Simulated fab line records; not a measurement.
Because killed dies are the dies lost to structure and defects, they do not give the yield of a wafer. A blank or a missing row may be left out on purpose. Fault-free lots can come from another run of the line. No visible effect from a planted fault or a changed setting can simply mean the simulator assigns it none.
fab line records -- flow n5_finfet
record: lots: 7, wafers: 21, last_day: 17
route steps=1938 shown BEOL_M3@1009 BEOL_M4@1021 PASSIVATION@1936
lots that met no fault: taken from a fault-free run of the same line
start_h: hours from the record's first day to the start of the lot's first wafer shown -- wait_h: hours since the lot's step before -- " repeats the value in the row above -- L1.1+2: a row that stands for several wafers -- - value missing, or start not given -- * or withheld: withheld -- < > ~ a bound
route shown NAME@n: names a module that has steps shown in the file, with the first one's number in the route -- usual: mean/standard deviation of fault-free wafers -- same: alike in all rows -- chamber/n: place in a boat -- sites: readings site by site -- _std_site: standard deviation across them -- _edge_site: mean of outer sites minus mean of inner sites -- radius_mm: how far each site lies from the wafer's centre -- mask NAME#n: copy n -- behind: tool/chamber where the wafer was last shaped -- hold: reason for holding the lot/hours on hold/outcome of the hold -- device: the n, p or np transistor that did not switch -- end of line: the route-end tests of the same wafers -- for a step that has no rows: nothing shown but its recipe -- killed: at the first sort, the dies lost to defects and structure; wafer yield is something else -- map: a wafer's dies, marking killed ones x, the rest . and places with no die _
set.NAME: the setting that was run; set.NAME@STEP: the one run at that earlier step -- model.NAME: the simulator's own value behind a step, which no gauge read
a table for each step, a row for each wafer; lots at some steps of the route
services: the hour from which a tool's chamber was out of use, counted from the record's first day as start_h (under 0 if before that day), plus the number of hours and why
== steps ==
step: N5_BEOL_M3_ANNEAL_95
recipe: temp_c: 400, time_s: 240, ambient: vacuum
usual: heater_power_w: 803/47
lot.wafer,tool,chamber,start_h,wait_h,heater_power_w
L785.1,pvd_sputter-01,-,176.48,0.0,849
L785.3,pvd_sputter-01,-,176.48,0.0,966
L785.5,pvd_sputter-01,-,176.48,0.0,769
L790.1,pvd_sputter-03,-,214.23,0.0,723
L790.5,pvd_sputter-03,-,214.23,0.0,824
L790.6,pvd_sputter-03,-,214.23,0.0,763
L791.1,pvd_sputter-01,-,217.77,0.0,774
L791.2,pvd_sputter-01,-,217.77,0.0,945
L791.3,pvd_sputter-01,-,217.77,0.0,774
L793.2,pvd_sputter-02,-,225.59,0.0,828
L793.4,pvd_sputter-02,-,225.59,0.0,837
L793.5,pvd_sputter-02,-,225.59,0.0,796
L792.1,pvd_sputter-03,-,228.84,0.0,817
L792.5,pvd_sputter-03,-,228.84,0.0,725
L792.6,pvd_sputter-03,-,228.84,0.0,829
L800.2,pvd_sputter-01,-,280.12,0.0,932
L800.3,pvd_sputter-01,-,280.12,0.0,793
L800.5,pvd_sputter-01,-,280.12,0.0,783
L803.4,pvd_sputter-03,-,286.74,0.0,785
L803.5,pvd_sputter-03,-,286.74,0.0,783
L803.6,pvd_sputter-03,-,286.74,0.0,712
step: N5_BEOL_M3_SPUTTER_96
recipe: material: Cu, target_thk_a: 45, temp_c: -20, chamber_pressure_pa: 0.07, power_w: withheld, time_s: 8.29
usual: chuck_gas_flow_sccm: 1.27/0.055, throttle_valve_pct: 30.3/0.57
lot.wafer,tool,chamber,start_h,wait_h,chuck_gas_flow_sccm,throttle_valve_pct
L785.1,pvd_sputter-01,-,176.62,0.1,1.35,31.4
L785.3,pvd_sputter-01,-,176.62,0.1,1.29,28.2
L785.5,pvd_sputter-01,-,176.62,0.1,1.24,28.9
L790.1,pvd_sputter-03,-,214.37,0.1,1.18,30.3
L790.5,pvd_sputter-03,-,214.37,0.1,1.21,30.5
L790.6,pvd_sputter-03,-,214.37,0.1,1.26,30.2
L791.1,pvd_sputter-01,-,217.91,0.1,1.31,31.2
L791.2,pvd_sputter-01,-,217.91,0.1,1.18,28.0
L791.3,pvd_sputter-01,-,217.91,0.1,1.28,29.0
L793.2,pvd_sputter-02,-,225.73,0.1,1.34,30.2
L793.4,pvd_sputter-02,-,225.73,0.1,1.23,30.6
L793.5,pvd_sputter-02,-,225.73,0.1,1.27,29.9
L792.1,pvd_sputter-03,-,228.98,0.1,1.25,30.6
L792.5,pvd_sputter-03,-,228.98,0.1,1.30,30.0
L792.6,pvd_sputter-03,-,228.98,0.1,1.24,30.2
L800.2,pvd_sputter-01,-,280.26,0.1,1.23,28.0
L800.3,pvd_sputter-01,-,280.26,0.1,1.24,29.1
L800.5,pvd_sputter-01,-,280.26,0.1,1.26,31.3
L803.4,pvd_sputter-03,-,286.88,0.1,1.16,30.1
L803.5,pvd_sputter-03,-,286.88,0.1,1.31,30.7
L803.6,pvd_sputter-03,-,286.88,0.1,1.36,30.3
step: N5_BEOL_M3_ECD_50
recipe: material: Cu, target_thk_a: 3000
step: N5_BEOL_M3_ANNEAL_51
recipe: temp_c: 225, time_s: 90, ambient: N2
usual: anneal_temp_c_max: 226.2/0.61, wafer_temp_C_max: 225.8/0.34
lot.wafer,tool,chamber,start_h,wait_h,anneal_temp_c_max,wafer_temp_C_max
L785.1,rtp_anneal-02,0,176.81,0.1,225.5,226.0
L785.3,rtp_anneal-02,0,176.81,0.1,225.3,226.1
L785.5,rtp_anneal-02,0,176.81,0.1,225.5,226.6
L790.1,rtp_anneal-01,0,214.56,0.1,226.6,225.8
L790.5,rtp_anneal-01,0,214.56,0.1,226.8,225.8
L790.6,rtp_anneal-01,0,214.56,0.1,226.9,225.6
L791.1,rtp_anneal-01,0,218.11,0.1,226.6,225.6
L791.2,rtp_anneal-01,0,218.11,0.1,227.0,225.5
L791.3,rtp_anneal-01,0,218.11,0.1,226.4,225.7
L793.2,rtp_anneal-02,0,225.97,0.1,226.0,226.0
L793.4,rtp_anneal-02,0,225.97,0.1,226.1,226.0
L793.5,rtp_anneal-02,0,225.97,0.1,225.7,226.0
L792.1,rtp_anneal-01,0,229.17,0.1,226.8,225.5
L792.5,rtp_anneal-01,0,229.17,0.1,226.8,225.4
L792.6,rtp_anneal-01,0,229.17,0.1,226.1,225.4
L800.2,rtp_anneal-02,0,280.54,0.1,225.9,226.3
L800.3,rtp_anneal-02,0,280.54,0.1,225.7,226.0
L800.5,rtp_anneal-02,0,280.54,0.1,225.4,226.1
L803.4,rtp_anneal-01,0,287.21,0.2,227.0,225.6
L803.5,rtp_anneal-01,0,287.21,0.2,226.8,225.3
L803.6,rtp_anneal-01,0,287.21,0.2,226.0,225.4
step: N5_BEOL_M3_CMP_52
recipe: stop_on: SiOC, t_overpolish_s: 6.8, down_force_psi: 1, platen_rpm: 50, clearing_platen_down_force_psi: 1.5, clearing_platen_rpm: 50, post_cmp_clean: cu_alkaline, target_thk_nm: 40, clearing_platen_pad_velocity_m_s: 0.99484, pad_velocity_m_s: 0.99484
usual: barrier_field_endpoint_s: 24.5/0.95, clearing_platen_down_force_psi: 1.500/0.0031, clearing_platen_rpm: 50.003/0.027, motor_current_A: 5.9/0.6, overpolish_run_s: 6.800/0.0092, time_to_endpoint_s: 61/5.8
lot.wafer,tool,chamber,start_h,wait_h,barrier_field_endpoint_s,clearing_platen_down_force_psi,clearing_platen_rpm,motor_current_A,overpolish_run_s,time_to_endpoint_s
L785.3,cmp-03,1,177.11,0.2,23.5,1.507,50.013,5.3,6.811,60
L785.1,cmp-03,0,177.11,0.2,25.8,1.503,49.991,6.2,6.799,65
L785.5,cmp-03,2,177.11,0.2,24.4,1.502,50.006,6.2,6.802,65
L790.1,cmp-01,3,214.86,0.3,24.1,1.499,49.984,6.5,6.815,55
L790.6,cmp-01,3,214.86,0.3,23.1,1.495,50.030,6.3,6.795,53
L790.5,cmp-01,0,214.86,0.3,24.2,1.500,49.961,5.5,6.779,54
L791.1,cmp-03,3,218.41,0.3,24.2,1.501,49.974,5.6,6.792,60
L791.2,cmp-03,0,218.41,0.3,25.8,1.501,49.974,5.9,6.797,67
L791.3,cmp-03,2,218.41,0.3,25.5,1.499,49.986,6.3,6.819,70
L793.4,cmp-03,2,226.24,0.1,25.1,1.503,49.966,5.9,6.799,65
L793.2,cmp-03,1,226.24,0.1,23.9,1.502,49.969,5.3,6.792,59
L793.5,cmp-03,2,226.24,0.1,25.3,1.503,49.971,6.3,6.794,68
L792.1,cmp-02,0,229.60,0.4,26.5,1.500,50.057,6.3,6.798,69
L792.6,cmp-02,1,229.60,0.4,24.6,1.500,50.031,6.3,6.803,55
L792.5,cmp-02,2,229.60,0.4,24.8,1.497,50.014,5.9,6.799,60
L800.3,cmp-03,2,280.83,0.2,26.3,1.497,50.044,6.3,6.807,75
L800.2,cmp-03,0,280.83,0.2,25.9,1.502,49.986,6.3,6.800,71
L800.5,cmp-03,1,280.83,0.2,24.8,1.498,49.991,5.4,6.789,64
L803.4,cmp-03,0,288.40,1.1,26.0,1.499,49.997,6.1,6.798,70
L803.5,cmp-03,3,288.40,1.1,24.7,1.500,50.021,5.5,6.812,61
L803.6,cmp-03,0,288.40,1.1,27.6,1.501,50.019,6.4,6.806,73
step: N5_BEOL_M3_THK_MEAS_53
recipe: thk_meas_gauge: xrf, reads: Cu_of_BEOL_M3_ECD_50
usual: M3_THK: 38.3/1.8
lot.wafer,tool,chamber,start_h,wait_h,M3_THK[nm]
L785.1,film_metro-02,-,177.40,-,39.5
L785.3,film_metro-02,-,177.40,-,38.6
L785.5,film_metro-02,-,177.40,-,42.1
L790.1,film_metro-02,-,215.15,-,37.1
L790.5,film_metro-02,-,215.15,-,39.9
L790.6,film_metro-02,-,215.15,-,37.6
L791.1,film_metro-02,-,218.70,-,35.3
L791.2,film_metro-02,-,218.70,-,36.2
L791.3,film_metro-02,-,218.70,-,38.7
L793.2,film_metro-01,-,226.54,-,39.7
L793.4,film_metro-01,-,226.54,-,42.1
L793.5,film_metro-01,-,226.54,-,40.5
L792.1,film_metro-01,-,229.78,-,37.9
L792.5,film_metro-01,-,229.78,-,37.1
L792.6,film_metro-01,-,229.78,-,35.9
L800.2,film_metro-02,-,281.09,-,40.2
L800.3,film_metro-02,-,281.09,-,39.5
L800.5,film_metro-02,-,281.09,-,38.3
L803.4,film_metro-01,-,288.66,-,39.8
L803.5,film_metro-01,-,288.66,-,38.9
L803.6,film_metro-01,-,288.66,-,38.5
step: N5_BEOL_M3_PRE_CLEAN_60
recipe: gas: NH3/H2, time_s: 15, temp_c: *, rf_power_w: 300
usual: heater_power_w: 83/23
lot.wafer,tool,chamber,start_h,wait_h,heater_power_w
L785.1,cvd_co-02,1,177.44,0.0,97
L785.3,cvd_co-02,2,177.44,0.0,105
L785.5,cvd_co-02,0,177.44,0.0,35
L790.1,cvd_co-01,0,215.19,0.0,102
L790.5,cvd_co-01,1,215.19,0.0,67
L790.6,cvd_co-01,2,215.19,0.0,87
L791.1,cvd_co-01,0,218.74,0.0,100
L791.2,cvd_co-01,1,218.74,0.0,66
L791.3,cvd_co-01,2,218.74,0.0,87
L793.2,cvd_co-01,2,226.57,0.0,84
L793.4,cvd_co-01,2,226.57,0.0,87
L793.5,cvd_co-01,0,226.57,0.0,100
L792.1,cvd_co-01,2,229.81,0.0,87
L792.5,cvd_co-01,0,229.81,0.0,104
L792.6,cvd_co-01,1,229.81,0.0,67
L800.2,cvd_co-01,0,281.13,0.0,102
L800.3,cvd_co-01,2,281.13,0.0,86
L800.5,cvd_co-01,1,281.13,0.0,67
L803.4,cvd_co-02,2,288.76,0.1,109
L803.5,cvd_co-02,0,288.76,0.1,35
L803.6,cvd_co-02,1,288.76,0.1,98
step: N5_BEOL_M3_CO_CAP_55
recipe: material: Co, target_thk_a: 20, temp_c: 200, precursor: CCTBA/H2, pressure_torr: 30, time_s: 102.1
step: N5_BEOL_M3_PRE_CLEAN_56
recipe: gas: NH3, time_s: 15, temp_c: withheld, rf_power_w: 300
step: N5_BEOL_M3_DEP_57
recipe: material: SiCN, target_thk_a: 80, temp_c: withheld, precursor: 3MS/NH3, pressure_torr: 3, rf_w: 202, time_s: 14
step: N5_BEOL_M3_RS_MEAS_58
recipe: thk_meas_gauge: four-point-probe, reads: Co_of_BEOL_M3_CO_CAP_55+Cu_of_BEOL_M3_ECD_50+Co_of_BEOL_M3_CVD_47+TaN_of_BEOL_M3_ALD_84
usual: M3_RS: 0.70/0.043
lot.wafer,tool,chamber,start_h,wait_h,M3_RS[ohm/sq]
L785.1,film_metro-02,-,177.66,0.0,0.68
L785.3,film_metro-02,-,177.66,0.0,0.69
L785.5,film_metro-02,-,177.66,0.0,0.62
L790.1,film_metro-02,-,215.41,0.0,0.73
L790.5,film_metro-02,-,215.41,0.0,0.67
L790.6,film_metro-02,-,215.41,0.0,0.72
L791.1,film_metro-02,-,218.97,0.1,0.78
L791.2,film_metro-02,-,218.97,0.1,0.75
L791.3,film_metro-02,-,218.97,0.1,0.69
L793.2,film_metro-02,-,226.80,0.1,0.67
L793.4,film_metro-02,-,226.80,0.1,0.61
L793.5,film_metro-02,-,226.80,0.1,0.64
L792.1,film_metro-02,-,230.04,0.0,0.70
L792.5,film_metro-02,-,230.04,0.0,0.72
L792.6,film_metro-02,-,230.04,0.0,0.75
L800.2,film_metro-01,-,281.35,0.1,0.66
L800.3,film_metro-01,-,281.35,0.1,0.67
L800.5,film_metro-01,-,281.35,0.1,0.70
L803.4,film_metro-02,-,288.96,0.0,0.66
L803.5,film_metro-02,-,288.96,0.0,0.67
L803.6,film_metro-02,-,288.96,0.0,0.68
step: N5_BEOL_M3_INSPECT_59
recipe: inspect_instrument: darkfield, mode: post_dep
usual: raw_defect_count: 73/23
lot.wafer,tool,chamber,start_h,wait_h,raw_defect_count
L785.1,defect_inspect-01,-,177.69,0.0,73
L785.3,defect_inspect-01,-,177.69,0.0,85
L785.5,defect_inspect-01,-,177.69,0.0,60
L790.1,defect_inspect-02,-,215.44,0.0,88
L790.5,defect_inspect-02,-,215.44,0.0,57
L790.6,defect_inspect-02,-,215.44,0.0,48
L791.1,defect_inspect-01,-,219.00,0.0,34
L791.2,defect_inspect-01,-,219.00,0.0,43
L791.3,defect_inspect-01,-,219.00,0.0,32
L793.2,defect_inspect-02,-,226.82,0.0,70
L793.4,defect_inspect-02,-,226.82,0.0,46
L793.5,defect_inspect-02,-,226.82,0.0,68
L792.1,defect_inspect-02,-,230.06,0.0,87
L792.5,defect_inspect-02,-,230.06,0.0,102
L792.6,defect_inspect-02,-,230.06,0.0,68
L800.2,defect_inspect-01,-,281.38,0.0,72
L800.3,defect_inspect-01,-,281.38,0.0,61
L800.5,defect_inspect-01,-,281.38,0.0,89
L803.4,defect_inspect-02,-,288.99,0.0,130
L803.5,defect_inspect-02,-,288.99,0.0,74
L803.6,defect_inspect-02,-,288.99,0.0,118
step: N5_BEOL_M4_ILD_DEP_00
recipe: material: SiOC, target_thk_a: 790, temp_c: 350, precursor: DEMS/O2, pressure_torr: 5, rf_w: 500, time_s: 15.3
usual: heater_power_w: 453/36, showerhead_plenum_p_Torr: 5.699/0.013, susceptor_temp_C: 350.02/0.2, throttle_valve_pct: 12.0/1.1
lot.wafer,tool,chamber,start_h,wait_h,heater_power_w,showerhead_plenum_p_Torr,susceptor_temp_C,throttle_valve_pct
L785.1,pecvd-03,1,177.73,0.0,450,5.700,349.99,11.7
L785.3,pecvd-03,2,177.73,0.0,488,5.698,350.04,10.3
L785.5,pecvd-03,0,177.73,0.0,467,5.706,349.94,13.3
L790.1,pecvd-03,0,215.48,0.0,479,5.699,349.99,13.9
L790.5,pecvd-03,1,215.48,0.0,459,5.702,350.30,11.7
L790.6,pecvd-03,0,215.48,0.0,478,5.684,350.06,13.7
L791.1,pecvd-03,1,219.04,0.0,421,5.697,350.09,12.2
L791.2,pecvd-03,0,219.04,0.0,468,5.685,352.00,13.6
L791.3,pecvd-03,2,219.04,0.0,446,5.692,350.24,10.4
L793.2,pecvd-03,1,226.86,0.0,464,5.689,350.31,12.0
L793.4,pecvd-03,0,226.86,0.0,416,5.708,351.64,13.6
L793.5,pecvd-03,2,226.86,0.0,462,5.713,350.10,10.4
L792.1,pecvd-03,2,230.10,0.0,481,5.702,350.26,10.5
L792.5,pecvd-03,0,230.10,0.0,453,5.702,352.19,13.8
L792.6,pecvd-03,2,230.10,0.0,462,5.705,350.17,10.4
L800.2,pecvd-01,0,281.41,0.0,498,5.676,350.05,12.9
L800.3,pecvd-01,1,281.41,0.0,522,5.681,350.07,12.2
L800.5,pecvd-01,1,281.41,0.0,509,5.696,349.96,12.3
L803.4,pecvd-01,1,289.04,0.1,504,5.685,349.69,12.3
L803.5,pecvd-01,2,289.04,0.1,419,5.729,349.88,11.3
L803.6,pecvd-01,0,289.04,0.1,500,5.682,350.12,13.0
step: N5_BEOL_M4_THK_MEAS_01
recipe: reads: SiOC_of_BEOL_M4_ILD_DEP_00
usual: M4_ILD_THK: 79.2/0.98
lot.wafer,tool,chamber,start_h,wait_h,M4_ILD_THK[nm]
L785.1,film_metro-01,-,177.79,0.0,78.0
L785.3,film_metro-01,-,177.79,0.0,78.0
L785.5,film_metro-01,-,177.79,0.0,81.1
L790.1,film_metro-02,-,215.54,0.0,79.0
L790.5,film_metro-02,-,215.54,0.0,79.5
L790.6,film_metro-02,-,215.54,0.0,80.7
L791.1,film_metro-02,-,219.10,0.0,78.5
L791.2,film_metro-02,-,219.10,0.0,79.0
L791.3,film_metro-02,-,219.10,0.0,78.6
L793.2,film_metro-02,-,226.93,0.1,78.7
L793.4,film_metro-02,-,226.93,0.1,79.9
L793.5,film_metro-02,-,226.93,0.1,79.6
L792.1,film_metro-01,-,230.17,0.0,76.8
L792.5,film_metro-01,-,230.17,0.0,79.3
L792.6,film_metro-01,-,230.17,0.0,78.9
L800.2,film_metro-01,-,281.48,0.1,78.5
L800.3,film_metro-01,-,281.48,0.1,77.5
L800.5,film_metro-01,-,281.48,0.1,80.3
L803.4,film_metro-01,-,289.09,0.0,79.9
L803.5,film_metro-01,-,289.09,0.0,80.0
L803.6,film_metro-01,-,289.09,0.0,79.7
step: N5_BEOL_M4_RC_MEAS_101
usual: DIBL_N: 37.2/2.3, DIBL_P: 37.5/2.9, IOFF_N: 0.19/0.053, IOFF_P: 0.23/0.059, ION_N: 679/16, ION_P: 462/10, SS_N: 71.9/0.78, SS_P: 73.7/0.88, VT_N: 248/4.6, VT_P: -250/4.5
lot.wafer,tool,chamber,start_h,wait_h,DIBL_N[mV/V],DIBL_P[mV/V],IOFF_N[nA/um],IOFF_P[nA/um],ION_N[uA/um],ION_P[uA/um],SS_N[mV/dec],SS_P[mV/dec],VT_N[mV],VT_P[mV]
L785.1,prober-02,0,187.95,0.0,34.3,34.7,0.15,0.19,687,467,71.8,72.7,247,-252
L785.3,prober-02,0,187.95,0.0,34.5,34.7,0.14,0.18,664,458,71.3,73.3,250,-254
L785.5,prober-02,0,187.95,0.0,37.4,37.9,0.19,0.23,683,460,71.9,74.3,245,-249
L790.1,prober-02,0,224.45,0.0,40.7,40.3,0.22,0.26,680,455,72.5,74.9,246,-250
L790.5,prober-02,0,224.45,0.0,40.3,39.3,0.20,0.23,679,458,72.4,74.8,251,-252
L790.6,prober-02,0,224.45,0.0,36.1,34.8,0.14,0.18,662,452,70.6,73.2,254,-252
L791.1,prober-01,0,228.26,0.0,35.1,35.2,0.15,0.17,676,459,71.3,73.0,251,-255
L791.2,prober-01,0,228.26,0.0,36.0,37.5,0.18,0.20,687,467,71.3,73.8,248,-252
L791.3,prober-01,0,228.26,0.0,35.7,37.7,0.16,0.21,664,456,71.4,73.7,247,-252
L793.2,prober-01,0,238.26,0.2,37.2,37.0,0.19,0.24,693,470,71.2,73.7,243,-247
L793.4,prober-01,0,238.26,0.2,39.0,39.4,0.21,0.29,687,479,72.3,73.7,244,-246
L793.5,prober-01,0,238.26,0.2,37.8,37.7,0.19,0.27,695,477,70.9,73.8,246,-246
L792.1,prober-02,0,241.36,0.0,36.3,36.8,0.18,0.23,691,470,71.8,73.4,246,-249
L792.5,prober-02,0,241.36,0.0,38.0,39.7,0.20,0.28,688,469,71.3,74.2,247,-246
L792.6,prober-02,0,241.36,0.0,35.5,37.1,0.17,0.25,696,480,71.2,72.8,247,-246
L800.2,prober-01,0,294.86,0.2,41.1,42.8,0.25,0.30,677,455,73.1,74.6,248,-247
L800.3,prober-01,0,294.86,0.2,40.6,42.1,0.25,0.30,694,475,73.3,74.7,246,-249
L800.5,prober-01,0,294.86,0.2,39.7,40.8,0.21,0.25,675,456,73.3,75.1,250,-251
L803.4,prober-01,0,300.89,0.5,34.1,32.7,0.13,0.19,667,467,70.8,72.7,250,-247
L803.5,prober-01,0,300.89,0.5,36.0,35.6,0.16,0.24,675,467,70.8,72.5,245,-245
L803.6,prober-01,0,300.89,0.5,38.2,36.2,0.20,0.23,681,461,72.0,73.3,246,-249
step: N5_PASSIVATION_PROBE_49
usual: defect_limited_yield: 91.4/1.5, killed_at_M0_to_M3: 34/9.7, killed_at_M4_up: 14/5.7, killed_at_contacts: 12/5.9, killed_at_front_end: 37/10, killed_at_other: 5/4.7, killed_dies: 102/18, killed_open: 65/12, killed_short: 34/8.8, sort_bin_4_leakage: 0.03/0.14, sort_bin_5_function: 5.0/0.96, sort_bin_6_memory: 3.3/0.7, sort_bin_8_speed: 0.03/0.19, sort_n_pass: 1077/18, sort_yield_pct: 91.3/1.5
same: gross_dies: 1180, killed_at_back_side: 0
lot.wafer,tool,chamber,start_h,wait_h,defect_limited_yield[%],killed_at_M0_to_M3,killed_at_M4_up,killed_at_contacts,killed_at_front_end,killed_at_other,killed_dies,killed_open,killed_short,sort_bin_4_leakage[%],sort_bin_5_function[%],sort_bin_6_memory[%],sort_bin_8_speed[%],sort_n_pass,sort_yield_pct[%]
L785.1,prober-02,-,293.84,0.0,93.4,25,6,11,33,3,78,51,25,0,4.1,2.1,0,1102,93.4
L785.3,prober-02,-,293.94,0.1,90.7,37,20,20,26,7,110,72,38,0,5.2,3.9,0,1070,90.7
L785.5,prober-02,-,294.04,0.2,93.4,27,7,4,36,4,78,43,34,0,4.2,1.9,0,1102,93.4
L791.1,prober-01,-,333.76,0.0,92.2,24,17,8,37,6,92,59,33,0,4.9,2.5,0,1088,92.2
L791.2,prober-01,-,333.81,0.1,91.4,32,18,4,45,3,102,60,42,0,5.1,3.3,0,1078,91.4
L791.3,prober-01,-,333.86,0.1,90.0,41,18,15,35,9,118,78,39,0,5.3,4.3,0,1062,90.0
L790.1,prober-02,-,335.19,0.0,88.4,43,18,6,57,13,137,88,48,0,7.4,4.0,0,1043,88.4
L790.5,prober-02,-,335.39,0.2,90.2,34,20,13,36,13,116,63,51,0,6.2,3.2,0,1064,90.2
L790.6,prober-02,-,335.44,0.3,91.7,22,9,9,54,4,98,72,24,0,5.3,2.8,0,1082,91.7
L793.2,prober-02,-,339.80,0.1,91.9,34,14,6,39,3,96,69,27,0,5.1,2.9,0,1084,91.9
L793.4,prober-02,-,339.90,0.2,93.7,24,8,8,34,0,74,49,25,0,3.8,2.2,0,1106,93.7
L793.5,prober-02,-,339.95,0.2,93.2,38,17,3,20,2,80,54,25,0,4.4,2.1,0,1100,93.2
L792.5,prober-01,-,345.71,0.2,91.5,21,19,11,49,0,100,65,31,0,4.7,3.6,0,1080,91.5
L800.2,prober-02,-,406.92,0.1,90.1,29,6,19,62,1,117,80,35,0.08,5.5,4.0,0,1062,90.0
L800.3,prober-02,-,406.97,0.1,93.0,29,10,14,23,7,83,61,19,0.08,4.8,2.1,0,1096,92.9
L800.5,prober-02,-,407.07,0.2,92.4,28,7,9,45,1,90,51,30,0,4.0,2.9,0,1090,92.4
killed by level:class
L785.1 MOL_CONTACT_COAG:geometric_particle:open=10 BEOL_M0_SAQP:geometric_particle:open=8 STI_FIN_REVEAL:geometric_particle:open=7 FIN_SAQP:geometric_particle:short=6 BEOL_M0_SAQP:geometric_particle:short=6 BEOL_M1:geometric_particle:open=6 FIN_SAQP:geometric_particle:open=3 DUMMY_GATE:geometric_particle:open=3
L785.3 MOL_CONTACT_COAG:geometric_particle:open=18 BEOL_M0_SAQP:geometric_particle:open=12 BEOL_M0_SAQP:geometric_particle:short=11 FIN_SAQP:geometric_particle:short=8 BEOL_M4:geometric_particle:open=6 FIN_SAQP:geometric_particle:open=4 BEOL_M3:geometric_particle:open=4 GATE_CUT:geometric_particle:open=3
L785.5 STI_FIN_REVEAL:geometric_particle:open=17 BEOL_M0_SAQP:geometric_particle:short=12 BEOL_M1:geometric_particle:open=7 FIN_SAQP:geometric_particle:short=5 GATE_CUT:geometric_particle:short=4 DUMMY_GATE:geometric_particle:open=3 MOL_CONTACT_COAG:geometric_particle:open=3 BEOL_M1:geometric_particle:short=3
L791.1 BEOL_M1:geometric_particle:open=10 FIN_SAQP:geometric_particle:short=9 FIN_SAQP:geometric_particle:open=9 MOL_CONTACT_COAG:geometric_particle:open=6 BEOL_M1:geometric_particle:short=6 BEOL_M5:geometric_particle:open=5 STI_FIN_REVEAL:geometric_particle:short=4 STI_FIN_REVEAL:geometric_particle:open=4
L791.2 FIN_SAQP:geometric_particle:open=15 FIN_SAQP:geometric_particle:short=15 BEOL_M1:geometric_particle:open=9 BEOL_M3:geometric_particle:open=8 BEOL_M4:geometric_particle:open=6 BEOL_M4:geometric_particle:short=6 GATE_CUT:geometric_particle:short=4 BEOL_M1:geometric_particle:short=4
L791.3 MOL_CONTACT_COAG:geometric_particle:open=14 FIN_SAQP:geometric_particle:short=12 BEOL_M1:geometric_particle:open=10 BEOL_M1:geometric_particle:short=8 BEOL_M3:geometric_particle:open=8 FIN_SAQP:geometric_particle:open=7 BEOL_M2:geometric_particle:open=7 STI_FIN_REVEAL:geometric_particle:open=6
L790.1 FIN_SAQP:geometric_particle:short=14 FIN_SAQP:geometric_particle:open=14 BEOL_M2:geometric_particle:open=13 BEOL_M4:geometric_particle:open=10 STI_FIN_REVEAL:geometric_particle:open=8 STI_FIN_REVEAL:geometric_particle:short=7 BEOL_M3:geometric_particle:open=7 BEOL_M0_SAQP:geometric_particle:open=6
L790.5 FIN_SAQP:geometric_particle:short=13 BEOL_M0_SAQP:geometric_particle:open=8 MOL_CONTACT_COAG:geometric_particle:open=8 FIN_SAQP:geometric_particle:open=7 BEOL_M2:geometric_particle:open=6 BEOL_M0_SAQP:geometric_particle:short=6 BEOL_M0:geometric_particle:short=6 BEOL_M4:geometric_particle:open=6
L790.6 FIN_SAQP:geometric_particle:open=19 STI_FIN_REVEAL:geometric_particle:open=17 MOL_CONTACT_COAG:geometric_particle:open=8 BEOL_M4:geometric_particle:open=7 FIN_SAQP:geometric_particle:short=6 BEOL_M1:geometric_particle:open=6 STI_FIN_REVEAL:geometric_particle:short=5 BEOL_M0:geometric_particle:open=4
L793.2 BEOL_M0_SAQP:geometric_particle:open=13 BEOL_M4:geometric_particle:open=11 STI_FIN_REVEAL:geometric_particle:open=9 BEOL_M0_SAQP:geometric_particle:short=9 BEOL_M2:geometric_particle:open=8 DUMMY_GATE:geometric_particle:open=6 GATE_CUT:geometric_particle:short=6 MOL_CONTACT_COAG:geometric_particle:open=5
L793.4 FIN_SAQP:geometric_particle:short=9 STI_FIN_REVEAL:geometric_particle:open=7 MOL_CONTACT_COAG:geometric_particle:open=7 BEOL_M1:geometric_particle:open=6 BEOL_M0_SAQP:geometric_particle:short=5 FIN_SAQP:geometric_particle:open=4 BEOL_M2:geometric_particle:open=4 BEOL_M4:geometric_particle:open=4
L793.5 BEOL_M3:geometric_particle:open=10 BEOL_M0_SAQP:geometric_particle:open=8 BEOL_M0_SAQP:geometric_particle:short=6 BEOL_M1:geometric_particle:open=6 BEOL_M4:geometric_particle:open=6 DUMMY_GATE:geometric_particle:open=5 FIN_SAQP:geometric_particle:open=4 BEOL_M1:geometric_particle:short=3
L792.5 FIN_SAQP:geometric_particle:short=12 BEOL_M2:geometric_particle:open=11 STI_FIN_REVEAL:geometric_particle:open=10 MOL_CONTACT_COAG:geometric_particle:open=9 FIN_SAQP:geometric_particle:open=7 ILD0:geometric_particle:open=5 STARTING-WAFER:geometric_particle:open=5 BEOL_M4:geometric_particle:open=4
L800.2 FIN_SAQP:geometric_particle:open=26 FIN_SAQP:geometric_particle:short=18 MOL_CONTACT_COAG:geometric_particle:open=16 BEOL_M3:geometric_particle:open=8 DUMMY_GATE:geometric_particle:open=5 BEOL_M0_SAQP:geometric_particle:short=5 BEOL_M2:geometric_particle:open=5 STI_FIN_REVEAL:geometric_particle:open=4
L800.3 MOL_CONTACT_COAG:geometric_particle:open=11 BEOL_M2:geometric_particle:open=9 FIN_SAQP:geometric_particle:short=7 BEOL_M3:geometric_particle:open=7 FIN_SAQP:geometric_particle:open=6 BEOL_M4:geometric_particle:open=4 GATE_CUT:geometric_particle:open=4 MOL_CONTACT_COAG:geometric_particle:short=3
L800.5 FIN_SAQP:geometric_particle:short=12 MOL_CONTACT_COAG:geometric_particle:open=8 FIN_SAQP:geometric_particle:open=6 BEOL_M2:geometric_particle:open=6 BEOL_M3:geometric_particle:open=6 STARTING-WAFER:geometric_particle:short=5 BEOL_M1:geometric_particle:open=5 HKMG_FIN:area_etch=5
== services ==
tool,chamber,start_h,hours,kind
pecvd-01,-,185.91,2.0,repair
cmp-02,-,188.05,0.4,repair
cvd_co-02,1,195.55,9.1,repair
cmp-03,-,216.17,0.7,repair
pecvd-01,1,241.51,5.5,scheduled_down
cmp-03,-,241.68,5.2,pm
cmp-03,-,259.17,2.0,repair
cmp-02,-,267.01,0.6,repair
cmp-01,-,277.45,5.0,pm
cmp-01,-,283.23,7.6,pm
cmp-03,-,283.45,4.0,pm
cmp-02,-,285.33,4.0,pm
cmp-03,-,287.45,-,consumable_replace:conditioner
cmp-03,-,287.45,-,consumable_replace:pad
== key ==
first_sign: step: N5_BEOL_M4_ILD_DEP_00, reading: susceptor_temp_C, direction: up, sigmas: 9.7, usual: *, struck: *
effect none on later readings
met_at N5_BEOL_M4_ILD_DEP_00
struck_wafers L791.2,L792.5,L793.4
onset_between 215.48 219.04
fault: kind: process_parameter_drift, tool: pecvd-03, chamber: 0, onset_h: 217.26, steps: N5_BEOL_M4_ILD_DEP_00, channel: temp_c, offset: *, shape: step, end_h: 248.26, acts_in: *, stated: *
